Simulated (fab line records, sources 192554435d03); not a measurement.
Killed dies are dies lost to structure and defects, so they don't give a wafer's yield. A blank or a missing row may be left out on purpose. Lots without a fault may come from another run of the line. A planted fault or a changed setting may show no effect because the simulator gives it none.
Chamber matching | flow n5_finfet | N5_BEOL_M11_ETCH_61 on rie_diel-03: 4 sister chambers
The step etches SiARC in CF4, target depth 39 nm, time 65 s. 4 wafers are shown with their chamber, then 9 later ones without.

WAFERS WITH THEIR CHAMBER
wafer  | chamber | showerhead_plenum_p_Torr (Torr)
L079.1 | 2       | 2.17
L086.1 | 3       | 2.18
L091.5 | 1       | 2.10
L091.6 | 0       | 2.05

WAFERS WITHOUT THEIR CHAMBER
wafer  | showerhead_plenum_p_Torr (Torr)
L093.3 | 2.16
L093.5 | 2.18
L093.6 | 2.05
L094.1 | 2.16
L094.3 | 2.05
L094.5 | 2.05
L095.3 | 2.10
L095.4 | 2.16
L095.5 | 2.16

WHICH CHAMBER EACH WENT THROUGH
wafer  | from the rows above     | in truth
L093.3 | can't be placed: 2 or 3 | 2
L093.5 | can't be placed: 3 or 2 | 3
L093.6 | 0                       | 0
L094.1 | can't be placed: 2 or 3 | 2
L094.3 | 0                       | 0
L094.5 | 0                       | 0
L095.3 | 1                       | 1
L095.4 | can't be placed: 2 or 3 | 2
L095.5 | can't be placed: 2 or 3 | 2
Placed correctly: 4 of 9. Can't be placed from these rows: 5 (the true chamber is among the candidates in 5). Placed wrongly: 0.
How it was worked out, from the rows above alone: a wafer's distance from a chamber is the root of the sum, over the readings, of the square of ((its reading less the chamber's mean) divided by the reading's scatter). The wafer belongs to the nearest chamber; if the next one is less than 2 further off, it can't be placed. A chamber's mean is the mean of its shown wafers. The scatter: with one shown wafer a chamber, the root of the mean of the squares of how far each hidden wafer lies from its nearest shown one.
